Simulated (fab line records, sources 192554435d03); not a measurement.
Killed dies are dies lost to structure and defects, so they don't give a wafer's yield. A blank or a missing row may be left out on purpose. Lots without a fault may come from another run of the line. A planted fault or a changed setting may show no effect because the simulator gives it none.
Which tool did it? | flow n5_finfet | 10 lots, 30 wafers sampled, at 5 steps of a route of 1938

WHAT THE GAUGES READ, wafer by wafer
N5_SD_EPI_N_INSPECT_26: inspects for defects (darkfield).
lot  | measured    | on                | raw_defect_count
L371 | day 3 11:56 | defect_inspect-02 | 175 191 254
L372 | day 3 15:52 | defect_inspect-01 | 203 148 136
L376 | day 4 17:45 | defect_inspect-01 | 225 239 224
L377 | day 5 00:43 | defect_inspect-02 | 171 167 210
L381 | day 6 01:36 | defect_inspect-01 | 5915 6111 6158
L382 | day 6 06:50 | defect_inspect-02 | 5914 5953 6039
L386 | day 7 04:41 | defect_inspect-02 | 208 268 211
L387 | day 7 11:29 | defect_inspect-02 | 215 173 156
L391 | day 8 16:26 | defect_inspect-02 | 231 178 260
L392 | day 8 21:59 | defect_inspect-02 | 175 237 190

N5_SD_EPI_P_INSPECT_11: inspects for defects (macro).
lot  | measured    | on                | raw_defect_count
L371 | day 3 12:16 | defect_inspect-01 | 0 0 2
L372 | day 3 16:19 | defect_inspect-02 | 1 3 0
L376 | day 4 18:05 | defect_inspect-01 | 1 1 4
L377 | day 5 01:02 | defect_inspect-02 | 2 2 1
L386 | day 7 05:08 | defect_inspect-02 | 1 0 2
L387 | day 7 11:49 | defect_inspect-02 | 1 2 0
L391 | day 8 16:46 | defect_inspect-01 | 2 4 3
L392 | day 8 22:26 | defect_inspect-01 | 1 2 1

N5_BEOL_M4_RC_MEAS_101.
lot  | measured     | on        | DIBL_N (mV/V)  | DIBL_P (mV/V)  | IOFF_N (nA/um)    | IOFF_P (nA/um) | ION_N (uA/um) | ION_P (uA/um) | SS_N (mV/dec)  | SS_P (mV/dec)  | VT_N (mV)         | VT_P (mV)
L371 | day 8 02:40  | prober-02 | 37.2 36.7 37.6 | 37.1 37.9 37.5 | 0.176 0.180 0.190 | 0.21 0.23 0.22 | 668 684 673   | 451 467 456   | 71.9 71.8 71.6 | 73.0 73.3 72.7 | 248.3 248.2 248.1 | -249 -249 -249
L372 | day 8 07:10  | prober-01 | 37.2 37.2 37.5 | 38.0 37.4 38.2 | 0.170 0.169 0.181 | 0.25 0.24 0.24 | 663 668 666   | 456 462 459   | 71.9 71.2 71.9 | 73.8 73.4 73.8 | 245.9 249.0 246.9 | -246 -248 -248
L376 | day 9 07:05  | prober-01 | 37.5 35.5 38.3 | 36.9 34.4 37.3 | 0.177 0.136 0.186 | 0.25 0.20 0.27 | 684 668 677   | 470 464 467   | 72.3 71.2 71.6 | 73.5 72.7 73.2 | 250.3 249.4 249.5 | -245 -249 -244
L377 | day 9 17:22  | prober-01 | 34.1 35.7 34.1 | 35.5 37.6 35.9 | 0.139 0.168 0.138 | 0.18 0.22 0.19 | 652 668 656   | 448 455 455   | 71.5 71.9 71.8 | 73.3 73.5 73.8 | 253.9 249.8 253.2 | -253 -252 -254
L386 | day 11 21:12 | prober-02 | 37.7 35.0 35.7 | 35.9 33.7 33.7 | 0.174 0.124 0.138 | 0.21 0.17 0.17 | 663 661 653   | 451 455 448   | 72.5 71.4 71.8 | 73.4 73.3 72.7 | 252.2 254.1 252.6 | -249 -250 -256
L387 | day 12 02:36 | prober-01 | 36.4 34.9 35.2 | 37.2 35.6 36.2 | 0.175 0.147 0.153 | 0.22 0.19 0.19 | 676 683 682   | 461 465 468   | 71.5 70.5 70.8 | 73.4 72.6 72.1 | 248.3 248.1 249.0 | -248 -251 -251
L391 | day 13 15:14 | prober-02 | 35.1 36.0 35.1 | 34.8 35.2 35.0 | 0.137 0.146 0.142 | 0.19 0.20 0.20 | 665 666 662   | 460 455 456   | 70.9 71.1 70.9 | 73.0 72.9 72.6 | 250.8 251.1 248.0 | -250 -250 -248
L392 | day 13 12:08 | prober-02 | 35.3 34.5 35.9 | 31.4 30.9 32.4 | 0.130 0.117 0.137 | 0.15 0.14 0.16 | 674 669 660   | 453 450 446   | 71.3 70.8 70.6 | 72.9 72.6 72.0 | 250.6 251.5 250.8 | -258 -257 -255

WHICH TOOL RAN EACH LOT (tool, then ch and the chambers of the sampled wafers, then the start)
lot  | N5_SD_EPI_N_STRIP_47              | N5_SD_EPI_N_STRIP_38
L371 | rie_diel-04 ch 0,1,2, day 3 08:39 | plasma_asher-02 ch 0,1, day 3 08:46
L372 | rie_diel-03 ch 1,2,3, day 3 12:31 | plasma_asher-02 ch 0,1, day 3 12:39
L376 | rie_diel-04 ch 0,2,3, day 4 14:19 | plasma_asher-02 ch 0,1, day 4 14:27
L377 | rie_diel-04 ch 2,3, day 4 21:02   | plasma_asher-01 ch 0,1, day 4 21:10
L381 | rie_diel-04 ch 0,1, day 5 22:18   | plasma_asher-01 ch 0,1, day 5 22:25
L382 | rie_diel-04 ch 1,3, day 6 03:32   | plasma_asher-01 ch 0,1, day 6 03:40
L386 | rie_diel-03 ch 0,1,2, day 7 01:19 | plasma_asher-02 ch 0, day 7 01:27
L387 | rie_diel-04 ch 0,2, day 7 07:14   | plasma_asher-02 ch 0,1, day 7 07:22
L391 | rie_diel-04 ch 0,2, day 8 12:13   | plasma_asher-01 ch 1, day 8 12:20
L392 | rie_diel-04 ch 0,2,3, day 8 18:38 | plasma_asher-01 ch 0,1, day 8 18:46
- N5_SD_EPI_N_STRIP_47: strips in CHF3/O2.
- N5_SD_EPI_N_STRIP_38: strips in N2/H2.

WHAT THE TOOLS THEMSELVES READ (means of the sampled wafers that have a number; where no wafer has one, the mark that the record gives instead)
N5_SD_EPI_N_STRIP_38.
lot  | tool            | drypump_motor_current_A (A) | h2_flow_sccm (sccm) | heater_power_w (W) | oes_product_au (a.u.)
L371 | plasma_asher-02 | 5.2                         | 3248                | 364                | 0.761
L372 | plasma_asher-02 | 5.4                         | 3259                | 350                | 0.757
L376 | plasma_asher-02 | 5.2                         | 3240                | 369                | 0.761
L377 | plasma_asher-01 | 6.3                         | 3258                | 322                | 0.757
L381 | plasma_asher-01 | 6.4                         | 3253                | 330                | -
L382 | plasma_asher-01 | 6.4                         | 3249                | 333                | -
L386 | plasma_asher-02 | 5.7                         | 3259                | 320                | 0.757
L387 | plasma_asher-02 | 5.5                         | 3252                | 349                | 0.765
L391 | plasma_asher-01 | 6.6                         | 3259                | 327                | 0.757
L392 | plasma_asher-01 | 6.4                         | 3253                | 325                | 0.752

THE ANSWER, worked out from the rows above alone
Rule: what is usual is taken from the lots themselves. Put in order of their means at a reading, lots are off if they are a third of the lots or fewer, leave a main group of 4 or more, and stand apart from it by a gap of 3 or more times the standard deviation of the main group's means; of several such gaps the widest counts. A main group whose means are all the same, to the digits that the tables above print for the reading, isn't used. A lot without any number at a reading at which 4 lots or more have one is off too. The other lots that the step has rows for count as sound. The gauges are gone through in route order, then the tools' own readings, and for those a lot's mean is taken as printed above. The first step at which some lot is off is used, and at that step the reading that is off furthest; a lot without a number counts as furthest.
Off: L381, L382, at N5_SD_EPI_N_INSPECT_26 (raw_defect_count). The main group: mean 202, standard deviation 23.
A tool fits if, at a process step before that reading, it ran every lot that is off, and no sound lot after the first of them. The gauges at N5_SD_EPI_N_INSPECT_26 aren't tried: what is off there is off at N5_SD_EPI_N_STRIP_38 too, on other tools, and a gauge's error can't cause that. None of those tried fits.

WHAT THE SIMULATOR HAD PUT IN
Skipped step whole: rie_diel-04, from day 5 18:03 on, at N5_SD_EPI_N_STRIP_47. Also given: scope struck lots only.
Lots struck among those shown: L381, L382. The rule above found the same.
